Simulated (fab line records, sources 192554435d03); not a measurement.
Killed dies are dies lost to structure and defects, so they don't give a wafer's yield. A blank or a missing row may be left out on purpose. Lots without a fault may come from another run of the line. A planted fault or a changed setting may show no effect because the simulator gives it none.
Chamber matching | flow n5_finfet | N5_BEOL_M6_ETCH_62 on rie_diel-02: 4 sister chambers
The step etches SOC in N2/H2, target depth 110 nm, overetch 22 nm, time 165 s. 18 wafers are shown with their chamber, then 9 later ones without.

WAFERS WITH THEIR CHAMBER
wafer  | chamber | drypump_motor_current_A (A) | throttle_valve_pct (%) | showerhead_plenum_p_Torr (Torr)
L076.2 | 0       | 5.5                         | 17.83                  | 2.56
L076.3 | 1       | 5.3                         | 17.71                  | 2.53
L076.5 | 2       | 4.8                         | 17.31                  | 2.63
L077.2 | 1       | 5.3                         | 17.72                  | 2.52
L077.3 | 0       | 5.5                         | 17.81                  | 2.56
L077.5 | 1       | 5.3                         | 17.73                  | 2.53
L081.2 | 2       | 4.7                         | 17.31                  | 2.63
L081.5 | 0       | 5.5                         | 17.83                  | 2.56
L081.6 | 1       | 5.3                         | 17.73                  | 2.52
L083.4 | 2       | 4.7                         | 17.33                  | 2.63
L083.5 | 3       | 6.5                         | 18.00                  | 2.52
L083.6 | 2       | 4.7                         | 17.34                  | 2.63
L082.1 | 1       | 5.3                         | 17.74                  | 2.52
L082.2 | 0       | 5.5                         | 17.84                  | 2.56
L082.3 | 3       | 6.5                         | 17.99                  | 2.51
L085.4 | 3       | 6.5                         | 17.98                  | 2.51
L085.5 | 2       | 4.7                         | 17.33                  | 2.63
L085.6 | 3       | 6.5                         | 18.00                  | 2.51

SIGNATURES (means of the wafers above)
reading                  | chamber 0 | chamber 1 | chamber 2 | chamber 3 | scatter within a chamber
drypump_motor_current_A  | 5.500     | 5.300     | 4.720     | 6.500     | 0.0239
throttle_valve_pct       | 17.8275   | 17.7260   | 17.3240   | 17.9925   | 0.0119
showerhead_plenum_p_Torr | 2.5600    | 2.5240    | 2.6300    | 2.5125    | 0.00373
Rule: a wafer's distance from a chamber is the root of the sum, over the readings, of the square of ((its reading less the chamber's mean) divided by the reading's scatter). The wafer belongs to the nearest chamber; if the next one is less than 2 further off, it can't be placed. The scatter: the root of (the sum of the squares of (reading less its chamber's mean) over the shown wafers, divided by (wafers less chambers)).

WAFERS WITHOUT THEIR CHAMBER
wafer  | drypump_motor_current_A (A) | throttle_valve_pct (%) | showerhead_plenum_p_Torr (Torr)
L084.2 | 5.3                         | 17.76                  | 2.52
L084.3 | 6.5                         | 18.01                  | 2.51
L084.4 | 4.7                         | 17.33                  | 2.63
L089.3 | 5.3                         | 17.76                  | 2.51
L089.4 | 4.7                         | 17.35                  | 2.62
L089.5 | 5.5                         | 17.87                  | 2.55
L092.1 | 4.8                         | 17.38                  | 2.62
L092.4 | 4.7                         | 17.37                  | 2.62
L092.6 | 5.5                         | 17.88                  | 2.55

WHICH CHAMBER EACH WENT THROUGH
wafer  | from the rows above | in truth
L084.2 | 1                   | 1
L084.3 | 3                   | 3
L084.4 | 2                   | 2
L089.3 | 1                   | 1
L089.4 | 2                   | 2
L089.5 | 0                   | 0
L092.1 | 2                   | 2
L092.4 | 2                   | 2
L092.6 | 0                   | 0
Placed correctly: 9 of 9. Can't be placed from these rows: 0. Placed wrongly: 0.
